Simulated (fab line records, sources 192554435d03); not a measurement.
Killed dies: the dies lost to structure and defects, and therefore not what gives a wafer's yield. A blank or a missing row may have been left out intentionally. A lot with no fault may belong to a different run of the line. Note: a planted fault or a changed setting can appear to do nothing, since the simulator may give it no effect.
Comparing a struck lot with a sound one :: flow n5-finfet :: 15 steps out of a route of 1938
Sound: the wafers L225.3, L225.5, L225.6. The struck wafers were L230.1, L230.2, L230.4. The cause is named last.
Per side, at each step with rows, come the tool, then ch with its chambers, and then its first start. Under that, the readings that differ: sound wafers :: struck wafers :: difference of the means :: sigmas: that difference in standard deviations of wafers without a fault.
alike: words and numbers the same on both sides, and readings whose means are apart by under 2 such deviations; not compared: readings that were withheld, readings missing a value for some wafer, numbers with overlapping values and no deviation given by the record, and bounds like >300 which may hide the same value.
The two part at a step that has a row with sigmas, a row that says differs or no value, or rows on one side only. Non-overlapping numbers with no deviation appear without sigmas and do not part them. A reading missing from all wafers of one side parts the sides only when that side holds two or more wafers.

N5_DUMMY_REMOVAL_STRIP_10: strips in N2/H2, time 40 s.
  sound on rie-diel-01 ch 0,1,3, day 5 15:40; struck on rie-diel-03 ch 0,2,3, day 7 00:14
  alike: bias-power-w, drypump-motor-current-A, oes-product-au, rf-vpp-V, showerhead-plenum-p-Torr, throttle-valve-pct
  not compared: rf-hours-counter-h
then, 2 steps without rows for these wafers: N5_DUMMY_REMOVAL_PRECLEAN_07 (cleans in dHF, time 30 s); N5_DUMMY_REMOVAL_DUMMY_REMOVE_02 (chemistry TMAH, target poly-Si, stops on SiO2, target depth 142 nm, time 57 s, rinse time 30 s).
N5_DUMMY_REMOVAL_INSPECT_06: inspects for defects (brightfield).
  sound: defect-inspect-02 at day 5 15:49; struck: defect-inspect-01 at day 7 00:23
  alike: raw-defect-count
then, 4 steps without rows for these wafers: N5_DUMMY_REMOVAL_PRECLEAN_08 (cleans in NF3:NH3, afs cycles 2, time 20 s, sublimation time 60 s); N5_DUMMY_REMOVAL_PRECLEAN_04 (cleans in DHF, time 37 s); N5_DUMMY_REMOVAL_SRD_05 (time 30 s); N5_HKMG_FIN_IL_REGROW_00 (material SiO2, chemistry O3, target thk 0.75 nm, time 30 s).
N5_HKMG_FIN_HK_ALD_01: deposits HfO2, target thk 1.6 nm, pulse time 3 s, purge time 3 s.
  sound on ald-hk-02 ch 1,2,3, day 5 16:17; struck on ald-hk-01 ch 0,1,3, day 7 00:45
  alike: precursor-pulse-height-rel
N5_HKMG_FIN_HK_ANNEAL_02: time 30 s.
  sound on rtp-anneal-02 ch 0, day 5 16:44; struck on rtp-anneal-02 ch 0, day 7 00:56
reading: wafer_temp_C_max
sound: 706.3 702.0 703.7
struck: 702.5 702.1 702.6
difference: -1.6
sigmas: -2
  alike: lamp-power-pct, lamp_zone_5_pct
N5_HKMG_FIN_ALD_74: deposits La2O3, target thk 0.5 nm, pulse time 6 s, co reactant pulse time 1 s.
  sound on ald-hk-03 ch 0,1, day 5 16:54; struck on ald-hk-03 ch 1,2,3, day 7 01:10
  alike: heater-power-w, precursor-pulse-height-rel
N5_HKMG_FIN_ALD_75: deposits Al2O3, target thk 1 nm, co reactant pulse time 1 s.
  sound on ald-hk-03 ch 0,1, day 5 16:59; struck on ald-hk-03 ch 1,2,3, day 7 01:14
  alike: heater-power-w, precursor-pulse-height-rel
N5_HKMG_FIN_COAT_41: time 60 s, resist thk 300 nm.
  sound on litho-track-05 ch 0, day 5 17:05; struck on litho-track-05 ch 0, day 7 01:20
reading: heater-power-total-W (W)
sound: 498.2 503.2 498.5
struck: 449.6 448.0 451.6
difference: -50.2
sigmas: -28

reading: plate-temp-C (C)
sound: 249.81 249.92 250.09
struck: 229.15 229.14 228.83
difference: -20.90
sigmas: -99 or more

reading: model.SOC_of_HKMG_FIN_COAT_41.thk-nm (nm)
sound: 299.4 300 299.8
struck: 303.8 302.4 303.4
difference: +3.5
sigmas: 
then, 1 step without rows for these wafers: N5_HKMG_FIN_COAT_42 (time 60 s, resist thk 35 nm).
-- record jumps: 8 days separate the struck wafers' starts on either side; left off in module HKMG_FIN, taken up again in module BEOL_M4, whose first shown step is the route's number 1111 --
N5_BEOL_M4_RC_MEAS_101:
  sound on prober-02 ch 0, day 13 01:53; struck on prober-01 ch 0, day 14 23:28
  alike: DIBL_N, DIBL_P, IOFF_N, IOFF_P, ION_N, ION_P, SS_N, SS_P, VT_N, VT_P

## WHERE THEY PART
Last at N5_HKMG_FIN_COAT_41 as far as this record goes, first at N5_HKMG_FIN_HK_ANNEAL_02. Later steps at which nothing parts them and some readings are alike: N5_BEOL_M4_RC_MEAS_101.

WHY: what had been put in by the simulator
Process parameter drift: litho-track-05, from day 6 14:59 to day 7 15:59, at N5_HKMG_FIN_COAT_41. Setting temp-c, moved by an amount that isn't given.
